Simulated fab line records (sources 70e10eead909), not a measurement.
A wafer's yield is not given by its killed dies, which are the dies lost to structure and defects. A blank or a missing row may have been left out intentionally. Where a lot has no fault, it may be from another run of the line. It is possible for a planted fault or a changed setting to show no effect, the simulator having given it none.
A struck lot beside a sound one + flow nand harc + 15 steps out of a route of 1302
Sound: wafers L817.1, L817.4, L817.6. Struck: wafers L814.1, L814.4, L814.5. At the end, the cause is stated.
Order at every step that has rows: each side's tool, ch and its chambers, its first start. Under that, the readings that differ: sound wafers + struck wafers + difference of the means + sigmas: that difference in standard deviations of wafers without a fault.
alike: same words and numbers on both sides, and readings whose means sit less than 2 such deviations apart. not compared: any withheld reading, any reading some wafer has no value for, any bound like >300 that may hide the same value, and any number with overlapping values for which the record gives no deviation.
A row with sigmas, a row that says differs or no value, or rows on one side alone: a step with any of these is where the two part. When numbers do not overlap yet have no deviation, they are printed without sigmas and do not part them. A reading missing from all wafers of one side parts the sides only when that side holds two or more wafers.

first, 8 steps without rows for these wafers: NHARC_A_BLC_COAT_02 (time 75 s); NHARC_A_BLC_COAT_03 (time 65 s); NHARC_A_BLC_COAT_04 (resist thk 90 nm); NHARC_A_BLC_SOFTBAKE_05 (time 55 s); NHARC_A_BLC_EBR_06; NHARC_A_BLC_EXPOSE_07 (exposes mask A BLC, target cd 100 nm); NHARC_A_BLC_PEB_08 (peb time 65 s); NHARC_A_BLC_DEVELOP_09 (develop time 35 s).
NHARC_A_BLC_CD_MEAS_10 targets a cd of 100 nm.
  sound on cd sem-03 ch 0, day 30 05:23; struck on cd sem-02 ch 0, day 28 21:43
  alike: cd nm
NHARC_A_BLC_OVL_MEAS_11:
  sound on overlay-02, day 30 05:28; struck on overlay-02, day 28 21:49
| reading           | sound       | struck         | difference | sigmas |
|-------------------|-------------|----------------|------------|--------|
| overlay y nm (nm) | 1.4 1.6 2.0 | -0.2 -0.8 -1.5 | -2.5       | -3     |
  alike: overlay x nm
NHARC_A_BLC_INSPECT_12:
  sound on defect inspect-02, day 30 05:30; struck on defect inspect-02, day 28 21:50
| reading          | sound    | struck      | difference | sigmas |
|------------------|----------|-------------|------------|--------|
| raw defect count | 31 37 36 | 146 120 137 | +100       | +3     |
NHARC_A_BLC_DESCUM_15: chemistry O2, time 3 s.
  sound on rie diel-06 ch 1,2, day 30 05:34; struck on rie diel-07 ch 0,2,3, day 28 21:54
  alike: drypump motor current A, mfc ar sccm, oes product au, rf vpp V, showerhead plenum p Torr, throttle valve pct
  not compared: rf hours counter h
NHARC_A_BLC_ETCH_16: etches the open film in CF4, target depth 39 nm, time 65 s.
  sound on rie diel-06 ch 0,3, day 30 05:40; struck on rie diel-07 ch 0,2,3, day 28 22:00
  no value came back on the struck wafers for any of 8 readings (bias w (W), cf4 flow sccm (sccm) and others); on the sound wafers bias w (W) reads 100.14 99.72 100.01
  not compared: rf hours counter h
NHARC_A_BLC_ETCH_17: etches the open film in N2/H2, target depth 390 nm, time 609.38 s.
  sound on rie diel-06 ch 1,2,3; struck on rie diel-07 ch 1,2, day 28 22:07
| reading               | sound             | struck            | difference | sigmas |
|-----------------------|-------------------|-------------------|------------|--------|
| oes product au (a.u.) | 0.970 0.984 0.969 | 0.991 1.011 1.005 | +0.028     | +3     |
  alike: bias w, chamber pressure mTorr, drypump motor current A, mfc ar sccm, rf vpp V, showerhead plenum p Torr, throttle valve pct
  not compared: rf hours counter h
NHARC_END_SORT_01:
  here the record holds rows for the struck wafers (prober-01 ch 0, day 30 17:28) but none for the sound ones

WHERE THEY PART
First at NHARC_A_BLC_OVL_MEAS_11; last, within this record, at NHARC_END_SORT_01.

WHY: what had been put in by the simulator
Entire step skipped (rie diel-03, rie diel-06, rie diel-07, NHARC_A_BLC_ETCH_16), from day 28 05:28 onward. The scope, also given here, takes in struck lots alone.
